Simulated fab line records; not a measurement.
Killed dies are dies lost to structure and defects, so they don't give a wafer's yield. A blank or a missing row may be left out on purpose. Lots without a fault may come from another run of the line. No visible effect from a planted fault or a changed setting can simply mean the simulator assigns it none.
Chamber matching | flow n5-finfet | 4 sister chambers for N5_SD_EPI_P_ETCH_16 on rie-diel-02
The step etches SiO2 in CHF3/O2, target depth 5 nm. 4 wafers are shown with their chamber, then 7 later ones without.

WAFERS PAIRED WITH THEIR CHAMBERS
wafer  | chamber | showerhead-plenum-p-Torr (Torr)
L077.4 | 1       | 2.29
L086.6 | 2       | 2.32
L088.2 | 0       | 2.49
L088.4 | 3       | 2.48

WAFERS MISSING THEIR CHAMBER
wafer  | showerhead-plenum-p-Torr (Torr)
L088.5 | 2.32
L094.1 | 2.49
L094.2 | 2.57
L094.6 | 2.32
L097.1 | 2.48
L097.4 | 2.57
L097.6 | 2.57

EACH ONE'S CHAMBER
wafer  | from the rows above     | in truth
L088.5 | can't be placed: 2 or 1 | 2
L094.1 | can't be placed: 0 or 3 | 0
L094.2 | can't be placed: 0 or 3 | 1
L094.6 | can't be placed: 2 or 1 | 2
L097.1 | can't be placed: 3 or 0 | 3
L097.4 | can't be placed: 0 or 3 | 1
L097.6 | can't be placed: 0 or 3 | 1
Placed correctly: 0 of 7. Can't be placed from these rows: 7 (the true chamber is among the candidates in 4). Wrongly placed: 0.
How it was worked out, from the rows above alone: a wafer's distance from a chamber is the root of the sum, over the readings, of the square of ((its reading less the chamber's mean) divided by the reading's scatter). If the next closest chamber is less than 2 further off than the closest, the wafer can't be placed; otherwise it belongs to the closest. The mean given for a chamber averages the wafers shown for that chamber. The scatter: root of mean squared gap, hidden wafer to nearest shown wafer, with one shown wafer a chamber.
